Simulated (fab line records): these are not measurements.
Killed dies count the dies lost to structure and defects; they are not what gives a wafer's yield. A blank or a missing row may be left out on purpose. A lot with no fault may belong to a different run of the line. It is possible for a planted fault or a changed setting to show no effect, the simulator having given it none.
Chamber matching || flow n5-finfet || rie-diel-06 running N5_BEOL_M13_ETCH_68: 4 sister chambers
The step etches SOC in N2/H2, time 355 s. 4 wafers are shown with their chamber, then 9 later ones without.

== EACH WAFER AND ITS CHAMBER ==
{"wafer": "L085.3", "chamber": 2, "drypump-motor-current-A (A)": 5.6}
{"wafer": "L087.1", "chamber": 3, "drypump-motor-current-A (A)": 6.5}
{"wafer": "L087.4", "chamber": 0, "drypump-motor-current-A (A)": 6.3}
{"wafer": "L087.6", "chamber": 1, "drypump-motor-current-A (A)": 5.8}

== WAFERS MISSING THEIR CHAMBER ==
{"wafer": "L088.1", "drypump-motor-current-A (A)": 5.6}
{"wafer": "L088.4", "drypump-motor-current-A (A)": 5.7}
{"wafer": "L088.5", "drypump-motor-current-A (A)": 5.6}
{"wafer": "L092.2", "drypump-motor-current-A (A)": 5.7}
{"wafer": "L092.4", "drypump-motor-current-A (A)": 6.3}
{"wafer": "L092.5", "drypump-motor-current-A (A)": 6.5}
{"wafer": "L097.1", "drypump-motor-current-A (A)": 6.4}
{"wafer": "L097.2", "drypump-motor-current-A (A)": 6.3}
{"wafer": "L097.3", "drypump-motor-current-A (A)": 5.8}

== EACH ONE'S CHAMBER ==
{"wafer": "L088.1", "from the rows above": 2, "in truth": 2}
{"wafer": "L088.4", "from the rows above": "can't be placed: 1 or 2", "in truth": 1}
{"wafer": "L088.5", "from the rows above": 2, "in truth": 2}
{"wafer": "L092.2", "from the rows above": "can't be placed: 1 or 2", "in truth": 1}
{"wafer": "L092.4", "from the rows above": 0, "in truth": 0}
{"wafer": "L092.5", "from the rows above": 3, "in truth": 3}
{"wafer": "L097.1", "from the rows above": "can't be placed: 3 or 0", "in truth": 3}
{"wafer": "L097.2", "from the rows above": 0, "in truth": 0}
{"wafer": "L097.3", "from the rows above": 1, "in truth": 1}
6 of 9 placed correctly. Cannot be placed on the basis of these rows: 3; the candidates contain the true chamber in 3. Number placed wrongly: 0.
How it was worked out, from the rows above alone: a wafer's distance from a chamber is the root of the sum, over the readings, of the square of ((its reading less the chamber's mean) divided by the reading's scatter). The wafer belongs to the nearest chamber; if the next one is less than 2 further off, it can't be placed. The mean given for a chamber averages the wafers shown for that chamber. The scatter: root of mean squared gap, hidden wafer to nearest shown wafer, with one shown wafer a chamber.
